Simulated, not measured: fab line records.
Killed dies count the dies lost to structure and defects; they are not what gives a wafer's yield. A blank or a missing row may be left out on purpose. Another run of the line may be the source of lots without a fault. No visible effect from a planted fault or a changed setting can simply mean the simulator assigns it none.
Matching of chambers || flow n5Finfet || 4 sister chambers for N5_BEOL_M6_CMP_52 on cmp-04
The step polishes, stops on SiCOH lowk, t overpolish 6.9 s, target thk 80 nm. 4 wafers are shown with their chamber, then 7 later ones without.

WAFERS WITH THEIR CHAMBER
{"wafer": "L090.4", "chamber": 2, "motorCurrentA (A)": 5.5}
{"wafer": "L090.6", "chamber": 0, "motorCurrentA (A)": 5.8}
{"wafer": "L095.1", "chamber": 1, "motorCurrentA (A)": 7.4}
{"wafer": "L095.3", "chamber": 3, "motorCurrentA (A)": 7.1}

WAFERS WHOSE CHAMBER IS MISSING
{"wafer": "L095.5", "motorCurrentA (A)": 6.0}
{"wafer": "L097.2", "motorCurrentA (A)": 6.9}
{"wafer": "L097.3", "motorCurrentA (A)": 5.8}
{"wafer": "L097.4", "motorCurrentA (A)": 7.1}
{"wafer": "L096.2", "motorCurrentA (A)": 7.1}
{"wafer": "L096.4", "motorCurrentA (A)": 6.0}
{"wafer": "L096.6", "motorCurrentA (A)": 7.3}

THE CHAMBER EACH PASSED THROUGH
{"wafer": "L095.5", "from the rows above": 0, "in truth": 0}
{"wafer": "L097.2", "from the rows above": 3, "in truth": 3}
{"wafer": "L097.3", "from the rows above": 0, "in truth": 0}
{"wafer": "L097.4", "from the rows above": 3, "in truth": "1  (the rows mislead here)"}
{"wafer": "L096.2", "from the rows above": 3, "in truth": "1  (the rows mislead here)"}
{"wafer": "L096.4", "from the rows above": 0, "in truth": 0}
{"wafer": "L096.6", "from the rows above": "can't be placed: 1 or 3", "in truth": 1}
Correct placement for 4 of the 7. Unplaceable from these rows: 1, with the true chamber sitting among the candidates in 1. Placed wrongly: 2.
How it was worked out, from the rows above alone: a wafer's distance from a chamber is the root of the sum, over the readings, of the square of ((its reading less the chamber's mean) divided by the reading's scatter). If the next closest chamber is less than 2 further off than the closest, the wafer can't be placed; otherwise it belongs to the closest. The mean given for a chamber averages the wafers shown for that chamber. The scatter: with one shown wafer a chamber, the root of the mean of the squares of how far each hidden wafer lies from its nearest shown one.
